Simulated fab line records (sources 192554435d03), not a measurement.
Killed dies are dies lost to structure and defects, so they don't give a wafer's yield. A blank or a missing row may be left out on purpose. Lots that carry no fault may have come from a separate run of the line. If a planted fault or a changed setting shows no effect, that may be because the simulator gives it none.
Matching of chambers + flow n5-finfet + pecvd-04 running N5_BEOL_M10_ILD_DEP_00: 3 sister chambers
The step deposits SiCOH lowk from DEMS/porogen, target thk 308.51 nm, time 58 s. 3 wafers are shown with their chamber, then 11 later ones without.

WAFERS PAIRED WITH THEIR CHAMBERS
| wafer  | chamber | throttle-valve-pct (%) |
|--------|---------|------------------------|
| L086.1 | 2       | 12.7                   |
| L086.2 | 1       | 13.8                   |
| L091.1 | 0       | 13.5                   |

WAFERS MISSING THEIR CHAMBER
| wafer  | throttle-valve-pct (%) |
|--------|------------------------|
| L091.3 | 13.9                   |
| L091.4 | 13.9                   |
| L092.2 | 12.5                   |
| L092.5 | 13.5                   |
| L092.6 | 12.4                   |
| L093.1 | 13.9                   |
| L093.2 | 13.9                   |
| L093.3 | 12.7                   |
| L095.2 | 14.0                   |
| L095.4 | 13.9                   |
| L095.5 | 13.8                   |

WHICH CHAMBER EACH WENT THROUGH
| wafer  | from the rows above | in truth                   |
|--------|---------------------|----------------------------|
| L091.3 | 1                   | 1                          |
| L091.4 | 1                   | 1                          |
| L092.2 | 2                   | 2                          |
| L092.5 | 0                   | 0                          |
| L092.6 | 2                   | 2                          |
| L093.1 | 1                   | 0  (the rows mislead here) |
| L093.2 | 1                   | 1                          |
| L093.3 | 2                   | 2                          |
| L095.2 | 1                   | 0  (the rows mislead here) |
| L095.4 | 1                   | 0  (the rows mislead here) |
| L095.5 | 1                   | 1                          |
Correctly placed: 8 of 11. From these rows, 0 cannot be placed. 3 placed wrongly.
How it was worked out, from the rows above alone: a wafer's distance from a chamber is the root of the sum, over the readings, of the square of ((its reading less the chamber's mean) divided by the reading's scatter). If the next closest chamber is less than 2 further off than the closest, the wafer can't be placed; otherwise it belongs to the closest. The mean given for a chamber averages the wafers shown for that chamber. The scatter: root of mean squared gap, hidden wafer to nearest shown wafer, with one shown wafer a chamber.
